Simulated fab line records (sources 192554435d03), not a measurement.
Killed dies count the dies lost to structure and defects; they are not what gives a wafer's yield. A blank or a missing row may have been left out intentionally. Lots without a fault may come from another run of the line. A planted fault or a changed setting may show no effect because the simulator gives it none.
Split-lot study || flow n5_finfet || 39 wafers read from 7 lots, route of 1938 steps

== SPLIT DETAILS ==
At N5_HKMG_FIN_CVD_62 (deposits a-Si from Si2H6, target thk 3 nm, time 20.8 s), the setting temp_c was moved away from the recipe's 500 C on 18 of the 39 wafers read, by -3.8% to +1.4%. The other wafers ran this setting at the recipe's value.

The reading is taken at the split's own step.

== THE READING ==
a-Si_of_HKMG_FIN_CVD_62.thk_nm (the simulator's own value, which no gauge read), in nm, at N5_HKMG_FIN_CVD_62 (deposits a-Si from Si2H6, target thk 3 nm, time 20.8 s). No usual value for it is given in the file. Here, 21 wafers ran the recipe; their average is 2.9 nm with a standard deviation of 0.11 nm.

{"wafer": "L076.1", "tool, chamber at the split": "thermal_cvd_si-02, 2,1,1", "temp_c as run, C": 492.7, "against the recipe": "-1.5%", "a-Si_of_HKMG_FIN_CVD_62.thk_nm, nm": 2.4, "against lot-mates on the recipe": -0.6}
{"wafer": "L076.3", "tool, chamber at the split": "thermal_cvd_si-02, 2,1,1", "temp_c as run, C": 492.7, "against the recipe": "-1.5%", "a-Si_of_HKMG_FIN_CVD_62.thk_nm, nm": 2.4, "against lot-mates on the recipe": -0.6}
{"wafer": "L076.6", "tool, chamber at the split": "thermal_cvd_si-02, 2,1,1", "temp_c as run, C": 492.7, "against the recipe": "-1.5%", "a-Si_of_HKMG_FIN_CVD_62.thk_nm, nm": 2.4, "against lot-mates on the recipe": -0.6}
{"wafer": "L076.2", "tool, chamber at the split": "thermal_cvd_si-02, 0", "temp_c as run, C": 500, "against the recipe": "recipe", "a-Si_of_HKMG_FIN_CVD_62.thk_nm, nm": 3.2, "against lot-mates on the recipe": "-"}
{"wafer": "L076.4", "tool, chamber at the split": "thermal_cvd_si-02, 2", "temp_c as run, C": 500, "against the recipe": "recipe", "a-Si_of_HKMG_FIN_CVD_62.thk_nm, nm": 2.8, "against lot-mates on the recipe": "-"}
{"wafer": "L076.5", "tool, chamber at the split": "thermal_cvd_si-02, 0", "temp_c as run, C": 500, "against the recipe": "recipe", "a-Si_of_HKMG_FIN_CVD_62.thk_nm, nm": 3, "against lot-mates on the recipe": "-"}
{"wafer": "L077.1", "tool, chamber at the split": "thermal_cvd_si-02, 0,1,0", "temp_c as run, C": 507.2, "against the recipe": "+1.4%", "a-Si_of_HKMG_FIN_CVD_62.thk_nm, nm": 3.6, "against lot-mates on the recipe": "+0.8"}
{"wafer": "L077.2", "tool, chamber at the split": "thermal_cvd_si-02, 0,1,0", "temp_c as run, C": 507.2, "against the recipe": "+1.4%", "a-Si_of_HKMG_FIN_CVD_62.thk_nm, nm": 3.6, "against lot-mates on the recipe": "+0.8"}
{"wafer": "L077.6", "tool, chamber at the split": "thermal_cvd_si-02, 0,1,0", "temp_c as run, C": 507.2, "against the recipe": "+1.4%", "a-Si_of_HKMG_FIN_CVD_62.thk_nm, nm": 3.6, "against lot-mates on the recipe": "+0.8"}
{"wafer": "L077.3", "tool, chamber at the split": "thermal_cvd_si-02, 2,2,1", "temp_c as run, C": 500, "against the recipe": "recipe", "a-Si_of_HKMG_FIN_CVD_62.thk_nm, nm": 2.8, "against lot-mates on the recipe": "-"}
{"wafer": "L077.4", "tool, chamber at the split": "thermal_cvd_si-02, 2,2,1", "temp_c as run, C": 500, "against the recipe": "recipe", "a-Si_of_HKMG_FIN_CVD_62.thk_nm, nm": 2.8, "against lot-mates on the recipe": "-"}
{"wafer": "L077.5", "tool, chamber at the split": "thermal_cvd_si-02, 2,2,1", "temp_c as run, C": 500, "against the recipe": "recipe", "a-Si_of_HKMG_FIN_CVD_62.thk_nm, nm": 2.8, "against lot-mates on the recipe": "-"}
{"wafer": "L085.1", "tool, chamber at the split": "thermal_cvd_si-01, 1,0,1", "temp_c as run, C": 500, "against the recipe": "recipe", "a-Si_of_HKMG_FIN_CVD_62.thk_nm, nm": 3, "against lot-mates on the recipe": "-"}
{"wafer": "L085.3", "tool, chamber at the split": "thermal_cvd_si-01, 1,0,1", "temp_c as run, C": 500, "against the recipe": "recipe", "a-Si_of_HKMG_FIN_CVD_62.thk_nm, nm": 3, "against lot-mates on the recipe": "-"}
{"wafer": "L085.4", "tool, chamber at the split": "thermal_cvd_si-01, 1,0,1", "temp_c as run, C": 500, "against the recipe": "recipe", "a-Si_of_HKMG_FIN_CVD_62.thk_nm, nm": 3, "against lot-mates on the recipe": "-"}
{"wafer": "L085.2", "tool, chamber at the split": "thermal_cvd_si-01, 2,2,0", "temp_c as run, C": 488.8, "against the recipe": "-2.2%", "a-Si_of_HKMG_FIN_CVD_62.thk_nm, nm": 2.2, "against lot-mates on the recipe": -0.8}
{"wafer": "L085.5", "tool, chamber at the split": "thermal_cvd_si-01, 2,2,0", "temp_c as run, C": 488.8, "against the recipe": "-2.2%", "a-Si_of_HKMG_FIN_CVD_62.thk_nm, nm": 2.2, "against lot-mates on the recipe": -0.8}
{"wafer": "L085.6", "tool, chamber at the split": "thermal_cvd_si-01, 2,2,0", "temp_c as run, C": 488.8, "against the recipe": "-2.2%", "a-Si_of_HKMG_FIN_CVD_62.thk_nm, nm": 2.2, "against lot-mates on the recipe": -0.8}
{"wafer": "L086.1", "tool, chamber at the split": "thermal_cvd_si-02, 2,1", "temp_c as run, C": 500, "against the recipe": "recipe", "a-Si_of_HKMG_FIN_CVD_62.thk_nm, nm": 2.8, "against lot-mates on the recipe": "-"}
{"wafer": "L086.3", "tool, chamber at the split": "thermal_cvd_si-02, 2,1", "temp_c as run, C": 500, "against the recipe": "recipe", "a-Si_of_HKMG_FIN_CVD_62.thk_nm, nm": 2.8, "against lot-mates on the recipe": "-"}
{"wafer": "L086.2", "tool, chamber at the split": "thermal_cvd_si-02, 0", "temp_c as run, C": 506.7, "against the recipe": "+1.3%", "a-Si_of_HKMG_FIN_CVD_62.thk_nm, nm": 3.8, "against lot-mates on the recipe": "+0.9"}
{"wafer": "L086.4", "tool, chamber at the split": "thermal_cvd_si-02, 1", "temp_c as run, C": 506.7, "against the recipe": "+1.3%", "a-Si_of_HKMG_FIN_CVD_62.thk_nm, nm": 3.4, "against lot-mates on the recipe": "+0.5"}
{"wafer": "L086.5", "tool, chamber at the split": "thermal_cvd_si-02, 0", "temp_c as run, C": 500, "against the recipe": "recipe", "a-Si_of_HKMG_FIN_CVD_62.thk_nm, nm": 3, "against lot-mates on the recipe": "-"}
{"wafer": "L086.6", "tool, chamber at the split": "thermal_cvd_si-02, 2", "temp_c as run, C": 506.7, "against the recipe": "+1.3%", "a-Si_of_HKMG_FIN_CVD_62.thk_nm, nm": 3.6, "against lot-mates on the recipe": "+0.7"}
{"wafer": "L091.1", "tool, chamber at the split": "thermal_cvd_si-01, 0,2,1", "temp_c as run, C": 500, "against the recipe": "recipe", "a-Si_of_HKMG_FIN_CVD_62.thk_nm, nm": 3, "against lot-mates on the recipe": "-"}
{"wafer": "L091.4", "tool, chamber at the split": "thermal_cvd_si-01, 0,2,1", "temp_c as run, C": 500, "against the recipe": "recipe", "a-Si_of_HKMG_FIN_CVD_62.thk_nm, nm": 3, "against lot-mates on the recipe": "-"}
{"wafer": "L091.5", "tool, chamber at the split": "thermal_cvd_si-01, 0,2,1", "temp_c as run, C": 500, "against the recipe": "recipe", "a-Si_of_HKMG_FIN_CVD_62.thk_nm, nm": 3, "against lot-mates on the recipe": "-"}
{"wafer": "L091.2", "tool, chamber at the split": "thermal_cvd_si-01, 2,1", "temp_c as run, C": 481.2, "against the recipe": "-3.8%", "a-Si_of_HKMG_FIN_CVD_62.thk_nm, nm": 1.8, "against lot-mates on the recipe": -1.2}
{"wafer": "L091.3", "tool, chamber at the split": "thermal_cvd_si-01, 2,1", "temp_c as run, C": 481.2, "against the recipe": "-3.8%", "a-Si_of_HKMG_FIN_CVD_62.thk_nm, nm": 1.8, "against lot-mates on the recipe": -1.2}
{"wafer": "L091.6", "tool, chamber at the split": "thermal_cvd_si-01, 0", "temp_c as run, C": 481.2, "against the recipe": "-3.8%", "a-Si_of_HKMG_FIN_CVD_62.thk_nm, nm": 1.6, "against lot-mates on the recipe": -1.4}
{"wafer": "L094.1", "tool, chamber at the split": "thermal_cvd_si-02, 0", "temp_c as run, C": 500, "against the recipe": "recipe", "a-Si_of_HKMG_FIN_CVD_62.thk_nm, nm": 3, "against lot-mates on the recipe": "-"}
{"wafer": "L094.5", "tool, chamber at the split": "thermal_cvd_si-02, 0", "temp_c as run, C": 500, "against the recipe": "recipe", "a-Si_of_HKMG_FIN_CVD_62.thk_nm, nm": 3, "against lot-mates on the recipe": "-"}
{"wafer": "L094.2", "tool, chamber at the split": "thermal_cvd_si-02, 2", "temp_c as run, C": 500, "against the recipe": "recipe", "a-Si_of_HKMG_FIN_CVD_62.thk_nm, nm": 2.8, "against lot-mates on the recipe": "-"}
{"wafer": "L095.1", "tool, chamber at the split": "thermal_cvd_si-01, 2,0,0", "temp_c as run, C": 500, "against the recipe": "recipe", "a-Si_of_HKMG_FIN_CVD_62.thk_nm, nm": 3, "against lot-mates on the recipe": "-"}
{"wafer": "L095.3", "tool, chamber at the split": "thermal_cvd_si-01, 2,0,0", "temp_c as run, C": 500, "against the recipe": "recipe", "a-Si_of_HKMG_FIN_CVD_62.thk_nm, nm": 3, "against lot-mates on the recipe": "-"}
{"wafer": "L095.4", "tool, chamber at the split": "thermal_cvd_si-01, 2,0,0", "temp_c as run, C": 500, "against the recipe": "recipe", "a-Si_of_HKMG_FIN_CVD_62.thk_nm, nm": 3, "against lot-mates on the recipe": "-"}
{"wafer": "L095.2", "tool, chamber at the split": "thermal_cvd_si-01, 1,1,2", "temp_c as run, C": 506.3, "against the recipe": "+1.3%", "a-Si_of_HKMG_FIN_CVD_62.thk_nm, nm": 3.6, "against lot-mates on the recipe": "+0.6"}
{"wafer": "L095.5", "tool, chamber at the split": "thermal_cvd_si-01, 1,1,2", "temp_c as run, C": 506.3, "against the recipe": "+1.3%", "a-Si_of_HKMG_FIN_CVD_62.thk_nm, nm": 3.6, "against lot-mates on the recipe": "+0.6"}
{"wafer": "L095.6", "tool, chamber at the split": "thermal_cvd_si-01, 1,1,2", "temp_c as run, C": 506.3, "against the recipe": "+1.3%", "a-Si_of_HKMG_FIN_CVD_62.thk_nm, nm": 3.6, "against lot-mates on the recipe": "+0.6"}
When a row names more than one chamber, that row covers several wafers, and the file does not tell which wafer ran in which chamber.

THE FIT
A straight line over all 39 wafers: a-Si_of_HKMG_FIN_CVD_62.thk_nm changes by +0.368 nm for each +1% of temp_c; r = +0.97; the points scatter about the line by 0.13 nm.
The same after taking each lot's own level away (the mean of its wafers on the recipe; 39 wafers): +0.394 nm for each +1%; r = +0.98; scatter 0.12 nm.
Per that fit: largest temp_c move, reading shift of 1.5 nm.
The span of the lots' own levels, 2.80 to 3.00 nm, comes to 1.8 times the standard deviation stated above.
The two slopes agree, so the slope changes little with the lot-to-lot level.
Check: for one of the wafers moved furthest among these (-3.8%), held out of the fit, the line's prediction against its lot-mates is -1.47 nm. It came out at -1.2 nm against them.

== OTHER SPLITS ON THESE WAFERS ==
Other splits were also applied to these wafers ahead of the reading. Each is held against what the fit with the lots' levels taken away leaves over:
{"other split on the same wafers": "N5_DUMMY_GATE_ETCH_37 source_w", "wafers away from the commonest value": 18, "r with a-Si_of_HKMG_FIN_CVD_62.thk_nm (lot level and that fit taken away)": "+0.11"}
{"other split on the same wafers": "N5_HKMG_FIN_ETCH_55 time_s", "wafers away from the commonest value": 15, "r with a-Si_of_HKMG_FIN_CVD_62.thk_nm (lot level and that fit taken away)": -0.38}

== FILE'S OWN FIT ==
a-Si_of_HKMG_FIN_CVD_62.thk_nm changes by +0.386 nm for each +1% of temp_c, r = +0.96.
